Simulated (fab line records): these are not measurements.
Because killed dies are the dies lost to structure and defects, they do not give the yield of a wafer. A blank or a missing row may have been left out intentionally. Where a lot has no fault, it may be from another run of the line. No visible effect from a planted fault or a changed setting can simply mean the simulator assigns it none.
Split-lot experiment :: flow n5_finfet :: 39 wafers read across 7 lots, on a route 1938 steps long

ABOUT THE SPLIT
At N5_DUMMY_GATE_EXPOSE_12 (exposes mask GATE, target cd 25 nm), the setting dose_mj was moved away from the recipe's 34 on 12 of the 39 wafers read, by -7.9% to +5.4%. For the rest of the wafers, this setting stayed at what the recipe calls for.

FROM THE SPLIT TO THE READING: what the file shows between them, 13 steps
- N5_DUMMY_GATE_PEB_13: peb time 60 s
- N5_DUMMY_GATE_DEVELOP_14: develop time 30 s
- N5_DUMMY_GATE_CD_MEAS_15: target cd 25.8 nm
- N5_DUMMY_GATE_STRIP_38: strips in N2/H2
- N5_DUMMY_GATE_STRIP_39: strips in N2/H2
- N5_DUMMY_GATE_TRIM_49: chemistry O2, time 29 s, target cd 14 nm
- N5_DUMMY_GATE_STRIP_40: strips in CF4
- N5_DUMMY_GATE_CD_MEAS_50: target cd 14 nm
- N5_DUMMY_GATE_ETCH_31: etches SiO2 in C4F6/O2, target depth 82.5 nm, time 27.5 s
- N5_DUMMY_GATE_STRIP_41: strips in O2
- N5_DUMMY_GATE_ETCH_32: etches SiO2 in CF4, target depth 3.5 nm, time 3.9 s
- N5_DUMMY_GATE_ETCH_23: etches poly-Si in HBr/Cl2/O2, target depth 41 nm, time 22.3 s
- N5_DUMMY_GATE_ETCH_44: etches poly-Si in HBr/O2, stops on SiO2, target depth 127.5 nm

THE READING
cd_nm, in nm, at N5_DUMMY_GATE_CD_MEAS_24 (target cd 15 nm). A value of 15.0 nm with a standard deviation of 0.32 nm is what fault-free wafers of this fab line usually give.

wafer: L076.1
tool, chamber at the split: euv_scanner-01, 0
dose_mj as run: 34
against the recipe: recipe
cd_nm, nm: 14.9
against lot-mates on the recipe: -

wafer: L076.2
tool, chamber at the split: euv_scanner-01, 0
dose_mj as run: 31.33
against the recipe: -7.9%
cd_nm, nm: 16.9
against lot-mates on the recipe: +1.7

wafer: L076.3
tool, chamber at the split: euv_scanner-01, 0
dose_mj as run: 31.33
against the recipe: -7.9%
cd_nm, nm: 16.4
against lot-mates on the recipe: +1.2

wafer: L076.4
tool, chamber at the split: euv_scanner-01, 0
dose_mj as run: 34
against the recipe: recipe
cd_nm, nm: 15.4
against lot-mates on the recipe: -

wafer: L076.5
tool, chamber at the split: euv_scanner-01, 0
dose_mj as run: 34
against the recipe: recipe
cd_nm, nm: 15.4
against lot-mates on the recipe: -

wafer: L076.6
tool, chamber at the split: euv_scanner-01, 0
dose_mj as run: 31.33
against the recipe: -7.9%
cd_nm, nm: 16.4
against lot-mates on the recipe: +1.2

wafer: L079.1
tool, chamber at the split: euv_scanner-01, 0
dose_mj as run: 35.83
against the recipe: +5.4%
cd_nm, nm: 14.1
against lot-mates on the recipe: -0.7

wafer: L079.2
tool, chamber at the split: euv_scanner-01, 0
dose_mj as run: 34
against the recipe: recipe
cd_nm, nm: 14.8
against lot-mates on the recipe: -

wafer: L079.3
tool, chamber at the split: euv_scanner-01, 0
dose_mj as run: 34
against the recipe: recipe
cd_nm, nm: 15.0
against lot-mates on the recipe: -

wafer: L079.4
tool, chamber at the split: euv_scanner-01, 0
dose_mj as run: 35.83
against the recipe: +5.4%
cd_nm, nm: 13.7
against lot-mates on the recipe: -1.1

wafer: L079.5
tool, chamber at the split: euv_scanner-01, 0
dose_mj as run: 34
against the recipe: recipe
cd_nm, nm: 14.7
against lot-mates on the recipe: -

wafer: L079.6
tool, chamber at the split: euv_scanner-01, 0
dose_mj as run: 35.83
against the recipe: +5.4%
cd_nm, nm: 13.8
against lot-mates on the recipe: -1.0

wafer: L084.1
tool, chamber at the split: euv_scanner-02, 0
dose_mj as run: 34
against the recipe: recipe
cd_nm, nm: 15.2
against lot-mates on the recipe: -

wafer: L084.2
tool, chamber at the split: euv_scanner-02, 0
dose_mj as run: 34
against the recipe: recipe
cd_nm, nm: 15.0
against lot-mates on the recipe: -

wafer: L084.3
tool, chamber at the split: euv_scanner-02, 0
dose_mj as run: 34
against the recipe: recipe
cd_nm, nm: 15.2
against lot-mates on the recipe: -

wafer: L084.4
tool, chamber at the split: euv_scanner-02, 0
dose_mj as run: 34
against the recipe: recipe
cd_nm, nm: 15.5
against lot-mates on the recipe: -

wafer: L084.5
tool, chamber at the split: euv_scanner-02, 0
dose_mj as run: 34
against the recipe: recipe
cd_nm, nm: 14.7
against lot-mates on the recipe: -

wafer: L084.6
tool, chamber at the split: euv_scanner-02, 0
dose_mj as run: 34
against the recipe: recipe
cd_nm, nm: 14.9
against lot-mates on the recipe: -

wafer: L086.1
tool, chamber at the split: euv_scanner-02, 0
dose_mj as run: 34
against the recipe: recipe
cd_nm, nm: 15.0
against lot-mates on the recipe: -

wafer: L086.2
tool, chamber at the split: euv_scanner-02, 0
dose_mj as run: 34
against the recipe: recipe
cd_nm, nm: 15.6
against lot-mates on the recipe: -

wafer: L086.3
tool, chamber at the split: euv_scanner-02, 0
dose_mj as run: 34
against the recipe: recipe
cd_nm, nm: 15.3
against lot-mates on the recipe: -

wafer: L086.4
tool, chamber at the split: euv_scanner-02, 0
dose_mj as run: 34
against the recipe: recipe
cd_nm, nm: 15.1
against lot-mates on the recipe: -

wafer: L086.5
tool, chamber at the split: euv_scanner-02, 0
dose_mj as run: 34
against the recipe: recipe
cd_nm, nm: 14.9
against lot-mates on the recipe: -

wafer: L086.6
tool, chamber at the split: euv_scanner-02, 0
dose_mj as run: 34
against the recipe: recipe
cd_nm, nm: 15.2
against lot-mates on the recipe: -

wafer: L090.1
tool, chamber at the split: euv_scanner-01, 0
dose_mj as run: 34
against the recipe: recipe
cd_nm, nm: 15.0
against lot-mates on the recipe: -

wafer: L090.2
tool, chamber at the split: euv_scanner-01, 0
dose_mj as run: 34
against the recipe: recipe
cd_nm, nm: 15.2
against lot-mates on the recipe: -

wafer: L090.5
tool, chamber at the split: euv_scanner-01, 0
dose_mj as run: 34
against the recipe: recipe
cd_nm, nm: 15.2
against lot-mates on the recipe: -

wafer: L092.1
tool, chamber at the split: euv_scanner-02, 0
dose_mj as run: 34
against the recipe: recipe
cd_nm, nm: 15.1
against lot-mates on the recipe: -

wafer: L092.2
tool, chamber at the split: euv_scanner-02, 0
dose_mj as run: 33.06
against the recipe: -2.8%
cd_nm, nm: 16.1
against lot-mates on the recipe: +0.9

wafer: L092.3
tool, chamber at the split: euv_scanner-02, 0
dose_mj as run: 34
against the recipe: recipe
cd_nm, nm: 15.2
against lot-mates on the recipe: -

wafer: L092.4
tool, chamber at the split: euv_scanner-02, 0
dose_mj as run: 34
against the recipe: recipe
cd_nm, nm: 15.4
against lot-mates on the recipe: -

wafer: L092.5
tool, chamber at the split: euv_scanner-02, 0
dose_mj as run: 33.06
against the recipe: -2.8%
cd_nm, nm: 15.4
against lot-mates on the recipe: +0.2

wafer: L092.6
tool, chamber at the split: euv_scanner-02, 0
dose_mj as run: 33.06
against the recipe: -2.8%
cd_nm, nm: 15.7
against lot-mates on the recipe: +0.5

wafer: L096.1
tool, chamber at the split: euv_scanner-02, 0
dose_mj as run: 34
against the recipe: recipe
cd_nm, nm: 14.6
against lot-mates on the recipe: -

wafer: L096.2
tool, chamber at the split: euv_scanner-02, 0
dose_mj as run: 32.12
against the recipe: -5.5%
cd_nm, nm: 15.9
against lot-mates on the recipe: +1.0

wafer: L096.3
tool, chamber at the split: euv_scanner-02, 0
dose_mj as run: 32.12
against the recipe: -5.5%
cd_nm, nm: 16.1
against lot-mates on the recipe: +1.2

wafer: L096.4
tool, chamber at the split: euv_scanner-02, 0
dose_mj as run: 34
against the recipe: recipe
cd_nm, nm: 15.1
against lot-mates on the recipe: -

wafer: L096.5
tool, chamber at the split: euv_scanner-02, 0
dose_mj as run: 32.12
against the recipe: -5.5%
cd_nm, nm: 15.8
against lot-mates on the recipe: +0.9

wafer: L096.6
tool, chamber at the split: euv_scanner-02, 0
dose_mj as run: 34
against the recipe: recipe
cd_nm, nm: 15.0
against lot-mates on the recipe: -

THE FIT
A straight line over all 39 wafers: cd_nm changes by -0.193 nm for each +1% of dose_mj; r = -0.92; the points scatter about the line by 0.26 nm.
The same after taking each lot's own level away (the mean of its wafers on the recipe; 39 wafers): -0.177 nm for each +1%; r = -0.93; scatter 0.21 nm.
That fit puts the effect of the largest move of dose_mj on the reading at 1.4 nm.
The lots' own levels span 14.83 to 15.23 nm, that is 1.3 times the standard deviation above.
Hence the lot-to-lot level has little effect on the slope; both slopes agree.
Check: +1.33 nm against its lot-mates is what the line predicts for one of the wafers moved furthest among these (-7.9%) when that wafer is left out of the fit. It came out at +1.67 nm against them.

THE WHOLE CHAIN: every reading that the file lists as answering this split, in the file's order
step: N5_DUMMY_GATE_CD_MEAS_15
what it does: target cd 25.8 nm
reading: cd_nm
change (the file's fit): -0.198 nm for each +1% of the setting
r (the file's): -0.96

step: N5_DUMMY_GATE_TRIM_49
what it does: chemistry O2, time 29 s, target cd 14 nm
reading: DUMMY_GATE.cd_nm (the simulator's own value, which no gauge read)
change (the file's fit): -0.197 nm for each +1% of the setting
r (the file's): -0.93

step: N5_DUMMY_GATE_CD_MEAS_50
what it does: target cd 14 nm
reading: cd_nm
change (the file's fit): -0.187 nm for each +1% of the setting
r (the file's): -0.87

step: N5_DUMMY_GATE_ETCH_44
what it does: etches poly-Si in HBr/O2, stops on SiO2, target depth 127.5 nm
reading: DUMMY_GATE.cd_nm (the simulator's own value, which no gauge read)
change (the file's fit): -0.193 nm for each +1% of the setting
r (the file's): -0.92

step: N5_DUMMY_GATE_CD_MEAS_24
what it does: target cd 15 nm
reading: cd_nm
change (the file's fit): -0.177 nm for each +1% of the setting
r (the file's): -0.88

THE FILE'S OWN FIT
cd_nm changes by -0.177 nm for each +1% of dose_mj, r = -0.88.
